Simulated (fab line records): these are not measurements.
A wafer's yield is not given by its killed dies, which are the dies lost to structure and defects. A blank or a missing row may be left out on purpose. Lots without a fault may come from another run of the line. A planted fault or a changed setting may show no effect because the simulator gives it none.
Which of the tools did it? | flow n5_finfet | 11 lots, 32 wafers sampled, at 3 steps of a route of 1938

== WHAT EACH GAUGE READ, for each wafer ==
N5_BEOL_M5_OVL_MEAS_29.
lot  | measured     | on         | V4_OVL (nm)
L904 | day 8 13:35  | overlay-01 | -1.1 -1.0 0.3
L905 | day 8 13:55  | overlay-01 | 0.5 -0.2 0.0
L908 | day 9 13:13  | overlay-02 | 0.2 -0.5
L910 | day 9 20:24  | overlay-01 | -1.0 0.0 0.2
L912 | day 10 13:37 | overlay-01 | 4.7 3.9 5.2
L914 | day 10 17:53 | overlay-02 | 3.5 4.9 4.2
L913 | day 10 18:03 | overlay-02 | 3.8 3.7 3.3
L917 | day 11 11:32 | overlay-01 | -1.3 -1.0 -0.7
L919 | day 11 18:04 | overlay-01 | 1.0 0.9 -0.2
L920 | day 11 19:04 | overlay-01 | -0.5 -1.8 -0.5
L921 | day 12 02:36 | overlay-02 | 0.2 -1.2 -0.6

== TOOL THAT RAN EACH LOT (tool first, then ch and the chambers of the sampled wafers, then the start) ==
lot  | N5_BEOL_M5_ILD_DEP_00           | N5_BEOL_M5_EXPOSE_25
L904 | pecvd-01 ch 1,2, day 8 10:12    | euv_scanner-02 ch 0, day 8 13:25
L905 | pecvd-03 ch 0,1,2, day 8 10:32  | euv_scanner-01 ch 0, day 8 13:45
L908 | pecvd-02 ch 1,2, day 9 09:20    | euv_scanner-02 ch 0, day 9 13:02
L910 | pecvd-02 ch 0, day 9 14:07      | euv_scanner-01 ch 0, day 9 20:14
L912 | pecvd-02 ch 0,1,2, day 10 09:25 | euv_scanner-01 ch 0, day 10 13:26
L914 | pecvd-03 ch 0,1, day 10 15:32   | euv_scanner-01 ch 0, day 10 17:43
L913 | pecvd-01 ch 0,1,2, day 10 15:48 | euv_scanner-01 ch 0, day 10 17:53
L917 | pecvd-03 ch 0,1, day 11 08:26   | euv_scanner-02 ch 0, day 11 11:22
L919 | pecvd-02 ch 0,1,2, day 11 14:14 | euv_scanner-02 ch 0, day 11 17:54
L920 | pecvd-03 ch 0,1, day 11 16:11   | euv_scanner-02 ch 0, day 11 18:54
L921 | pecvd-01 ch 1,2, day 11 21:38   | euv_scanner-02 ch 0, day 12 02:26
- N5_BEOL_M5_ILD_DEP_00: deposits SiCOH lowk from DEMS/porogen, target thk 140.64 nm, time 25.9 s.
- N5_BEOL_M5_EXPOSE_25: exposes mask V4, defocus 10 nm.

== THE ANSWER, worked out from the rows above alone ==
Rule: usual is defined by the lots themselves. The widest of any qualifying gaps counts: lots, ordered by their means at a reading, are off when they make up no more than a third of the lots, leave a main group of 4 or more, and stand apart from it by 3 or more times the standard deviation of that group's means. The tables above print the reading to a certain number of digits; a main group whose means all agree to those digits is not used. A lot without any number at a reading at which 4 lots or more have one is off too. Where the step has rows for the other lots, those lots are counted as sound.
Off: at N5_BEOL_M5_OVL_MEAS_29 (V4_OVL), L912, L914, L913. For the main group the mean is -0.4 nm and the standard deviation 0.49.
If a tool, at a process step before that reading, ran all the lots that are off and no sound lot after the first of them, it fits. Those tools and the gauges at N5_BEOL_M5_OVL_MEAS_29 are tried in the same way. One candidate fits, namely euv_scanner-01 at N5_BEOL_M5_EXPOSE_25. A fault onset in the window from L910 (day 9 20:14, its last sound lot) to L912 (day 10 13:26, its first lot off) fits.

== WHAT THE SIMULATOR PUT IN ==
Scanner matching overlay: euv_scanner-01, from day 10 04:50 on, at N5_BEOL_M5_EXPOSE_25. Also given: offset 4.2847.
Shown lots that were struck: L912, L914, L913. This agrees with what the rule above found.
